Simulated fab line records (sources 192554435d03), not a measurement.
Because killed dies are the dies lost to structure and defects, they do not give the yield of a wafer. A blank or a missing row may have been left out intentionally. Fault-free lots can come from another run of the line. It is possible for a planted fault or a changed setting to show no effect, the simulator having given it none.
Problem report, 8D (eight disciplines) form, completed by code :: flow n5Finfet :: the parts of the form that need people (team, actions taken, sign-off) are left out

1. THE PROBLEM
A mean of 266.5 W is read at N5_BEOL_M9_PRE_CLEAN_55 for rfFwdPowerW, taken on 1 wafer of 1 lot, against 295.2 W (standard deviation 1.8) on wafers free of any fault. That is -16 standard deviations from the usual mean.
The step: time 15 s.
First seen on wafer L814.3, day 14 03:23, on pecvd-03. At this step, 28 wafers from 10 lots have a number in the record. Rule for "out" (also "out of limits"): further than 4 standard deviations from the usual mean. All remaining wafers that have a number are taken as sound.

2. WHAT THIS IS AND IS NOT
question: which readings at this step
is: rfFwdPowerW
is not: -

question: which lots
is: L814
is not: L807, L809, L811, L815, L816, L823, L824, L825, L830

question: which wafers of those lots
is: L814.3
is not: L814.2, L814.4

question: read on which tools
is: pecvd-03
is not: pecvd-01, pecvd-02

question: when
is: from day 14 03:23
is not: up to then (15 sound wafers); but 12 sound wafers of L823, L824, L825, L830 came after

3. WHAT RULES OUT EACH SUSPECT
Counting: any tool at a process step up to the reading remains a suspect provided it ran every lot that is out. Sound lots after the first of them don't rule it out here, since some wafers of a struck lot are sound.
- rieDiel-02 at N5_BEOL_M9_ETCH_76 (etches underlayer in N2/H2, target depth 6.5 nm, time 5.2 s): kept. It ran the lot that is out, L814 (day 14 00:20).
- rieDiel-02 at N5_BEOL_M9_ETCH_66 (etches SOC in N2/H2, target depth 80 nm, overetch 16 nm, time 120 s): kept. It ran the lot that is out, L814 (day 14 00:23).
- rieDiel-02 at N5_BEOL_M9_STRIP_36 (strips in N2/H2): kept. It ran the lot that is out, L814 (day 14 00:32).
- pecvd-03 at N5_BEOL_M9_PRE_CLEAN_55 (time 15 s): kept. It processed L814, the lot that is out, at day 14 03:23, and its most recent sound lot before then was L815 at day 13 09:31. Out on those wafers are its own readings of rfFwdPowerW.
- Within rieDiel-02 at N5_BEOL_M9_ETCH_76: the wafers that are out ran in chamber 0; their sound lot-mates ran in chambers 2, 3.
- Within rieDiel-02 at N5_BEOL_M9_ETCH_66: the wafers that are out ran in chamber 0; their sound lot-mates ran in chambers 2, 3.
- Within rieDiel-02 at N5_BEOL_M9_STRIP_36: the wafers that are out ran in chamber 0; their sound lot-mates ran in chambers 2, 3.
- At N5_BEOL_M9_PRE_CLEAN_55 on pecvd-03, chamber 2 took the sound wafers of the same lots and chamber 1 took the wafers that are out.
Left after counting: rieDiel-02 at N5_BEOL_M9_ETCH_76, rieDiel-02 at N5_BEOL_M9_ETCH_66, rieDiel-02 at N5_BEOL_M9_STRIP_36, pecvd-03 at N5_BEOL_M9_PRE_CLEAN_55.

4. THE CAUSE (what the simulator had put in)
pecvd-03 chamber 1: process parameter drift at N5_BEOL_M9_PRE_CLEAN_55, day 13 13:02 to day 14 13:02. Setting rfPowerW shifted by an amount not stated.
Of the 4 suspects that counting leaves, this tool is one.

5. THE EFFECT CHAIN, in route order
Each row: a reading where the mean over the struck wafers with a number is more than 3 standard deviations away from the usual. Only readings whose record carries a usual standard deviation are examined. hours: median over the lots of the time between each lot's start at the first step of this table that gives one and its start at this step. sigmas: the change, counted in usual standard deviations.
hours: 0
step: N5_BEOL_M9_PRE_CLEAN_55
reading: rfFwdPowerW
usual: 295.2 W
on struck wafers: 266.5
change: -28.7
sigmas: -16
Its process steps:
- N5_BEOL_M9_PRE_CLEAN_55: time 15 s.

6. HOW IT WOULD HAVE BEEN CAUGHT EARLIER
The fault began at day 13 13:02; the first out-of-limits reading in this record came at day 14 03:23, 14 hours later.
